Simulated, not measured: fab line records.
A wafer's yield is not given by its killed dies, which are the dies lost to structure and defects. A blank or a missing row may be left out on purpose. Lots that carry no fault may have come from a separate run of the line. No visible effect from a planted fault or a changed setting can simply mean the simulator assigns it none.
Split-lot trial    flow n5_finfet    7 lots, 39 wafers read, on a route of 1938 steps

THE SPLIT
At N5_BEOL_M0_SAQP_PECVD_96 (deposits a-Si from SiH4/He, target thk 45 nm, time 45.2 s), the setting time_s was moved away from the recipe's 45.2 s on 15 of the 39 wafers read, by -57.1% to +33.6%. The other wafers ran this setting at the recipe's value.

FROM THE SPLIT TO THE READING: what the file shows between them, 4 steps
- N5_BEOL_M0_SAQP_PECVD_97: deposits SiNx from SiH4/NH3/N2, target thk 23 nm, time 19.9 s
- N5_BEOL_M0_SAQP_PECVD_04: deposits a-Si from SiH4/He, target thk 60 nm, time 60.2 s
- N5_BEOL_M0_SAQP_ETCH_101: etches SiNx in CH3F/O2, target depth 29.9 nm, time 42.7 s
- N5_BEOL_M0_SAQP_ETCH_102: etches SiO2 in CF4, target depth 4 nm, time 4.4 s

THE READING
oes_product_au, in a.u., at N5_BEOL_M0_SAQP_MANDREL_ETCH_103 (etches a-Si in HBr/Cl2, stops on SiCN, target depth 45 nm, bt time 10 s, time 27 s). Typical for fault-free wafers on this fab line: 0.680 a.u., with standard deviation 0.013 a.u.

wafer   tool, chamber at the split  time_s as run, s  against the recipe  oes_product_au, a.u.  against lot-mates on the recipe
L077.1  pecvd-02, 2                 45.2              recipe              0.684                 -
L077.2  pecvd-02, 1                 24.29             -46.3%              0.505                 -0.185
L077.3  pecvd-02, 1                 24.29             -46.3%              0.484                 -0.206
L077.4  pecvd-02, 2                 45.2              recipe              0.691                 -
L077.5  pecvd-02, 2                 45.2              recipe              0.696                 -
L077.6  pecvd-02, 1                 24.29             -46.3%              0.503                 -0.187
L078.1  pecvd-04, 2,0               34.41             -23.9%              0.572                 -0.111
L078.2  pecvd-04, 1                 34.41             -23.9%              0.577                 -0.106
L078.3  pecvd-04, 0                 45.2              recipe              0.682                 -
L078.4  pecvd-04, 1                 45.2              recipe              0.673                 -
L078.5  pecvd-04, 2                 45.2              recipe              0.694                 -
L078.6  pecvd-04, 2,0               34.41             -23.9%              0.573                 -0.110
L080.2  pecvd-04, 1                 45.2              recipe              0.681                 -
L080.3  pecvd-04, 0                 45.2              recipe              0.644                 -
L080.4  pecvd-04, 2                 45.2              recipe              0.674                 -
L082.1  pecvd-02, 0                 45.2              recipe              0.665                 -
L082.2  pecvd-02, 1                 26.83             -40.6%              0.522                 -0.143
L082.3  pecvd-02, 2                 45.2              recipe              0.659                 -
L082.4  pecvd-02, 0                 26.83             -40.6%              0.509                 -0.156
L082.5  pecvd-02, 2                 45.2              recipe              0.670                 -
L082.6  pecvd-02, 1                 26.83             -40.6%              0.506                 -0.159
L089.1  pecvd-03, 0,2               45.2              recipe              0.675                 -
L089.2  pecvd-03, 1                 45.2              recipe              0.678                 -
L089.3  pecvd-03, 2                 19.38             -57.1%              0.433                 -0.246
L089.4  pecvd-03, 0,2               45.2              recipe              0.684                 -
L089.5  pecvd-03, 1                 19.38             -57.1%              0.450                 -0.229
L089.6  pecvd-03, 0                 19.38             -57.1%              0.454                 -0.225
L093.1  pecvd-03, 2                 45.2              recipe              0.678                 -
L093.2  pecvd-03, 1                 60.4              +33.6%              0.809                 +0.125
L093.3  pecvd-03, 2                 60.4              +33.6%              0.794                 +0.110
L093.4  pecvd-03, 1,2               45.2              recipe              0.691                 -
L093.5  pecvd-03, 1,2               45.2              recipe              0.683                 -
L093.6  pecvd-03, 1                 60.4              +33.6%              0.836                 +0.152
L097.1  pecvd-04, 0,1               45.2              recipe              0.694                 -
L097.2  pecvd-04, 2,1,0             45.2              recipe              0.692                 -
L097.3  pecvd-04, 2,1,0             45.2              recipe              0.668                 -
L097.4  pecvd-04, 2                 45.2              recipe              0.692                 -
L097.5  pecvd-04, 2,1,0             45.2              recipe              0.693                 -
L097.6  pecvd-04, 0,1               45.2              recipe              0.703                 -
Where a row lists several chambers, the file gives one row for several wafers and doesn't say which wafer went through which chamber.

FIT RESULTS
A straight line over all 39 wafers: oes_product_au changes by +0.00407 a.u. for each +1% of time_s; r = +0.99; the points scatter about the line by 0.013 a.u.
The same after taking each lot's own level away (the mean of its wafers on the recipe; 39 wafers): +0.00402 a.u. for each +1%; r = +0.99; scatter 0.011 a.u.
According to that fit, moving time_s by its largest amount changes the reading by 0.23 a.u.
Across the lots, their own levels run from 0.6647 to 0.6903 a.u., a range of 2.0 times the standard deviation given above.
So the lot-to-lot level changes the slope little: the two slopes agree.
Check: for one of the wafers moved furthest among these (-57.1%), held out of the fit, the line's prediction against its lot-mates is -0.229 a.u. It came out at -0.246 a.u. against them.

ADDITIONAL SPLITS CARRIED BY THESE WAFERS
Before the reading, these wafers also passed through other splits. Each is held against what the fit with the lots' levels taken away leaves over:
other split on the same wafers              wafers away from the commonest value  r with oes_product_au (lot level and that fit taken away)
N5_MOL_CONTACT_COAG_ETCH_91 target_depth_a  12                                    +0.05

THE WHOLE CHAIN: every reading that the file lists as answering this split, in the file's order
step                              what it does                                                                        reading                                                                                change (the file's fit)                    r (the file's)
N5_BEOL_M0_SAQP_PECVD_96          deposits a-Si from SiH4/He, target thk 45 nm, time 45.2 s                           a-Si_of_BEOL_M0_SAQP_PECVD_96.thk_nm (the simulator's own value, which no gauge read)  +0.448 nm for each +1% of the setting      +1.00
N5_BEOL_M0_SAQP_MANDREL_ETCH_103  etches a-Si in HBr/Cl2, stops on SiCN, target depth 45 nm, bt time 10 s, time 27 s  oes_product_au                                                                         +0.00404 a.u. for each +1% of the setting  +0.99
N5_BEOL_M0_SAQP_MANDREL_ETCH_103  etches a-Si in HBr/Cl2, stops on SiCN, target depth 45 nm, bt time 10 s, time 27 s  etch.depth_nm (the simulator's own value, which no gauge read)                         +0.448 nm for each +1% of the setting      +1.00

THE FILE'S OWN FIT
oes_product_au changes by +0.00404 a.u. for each +1% of time_s, r = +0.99.
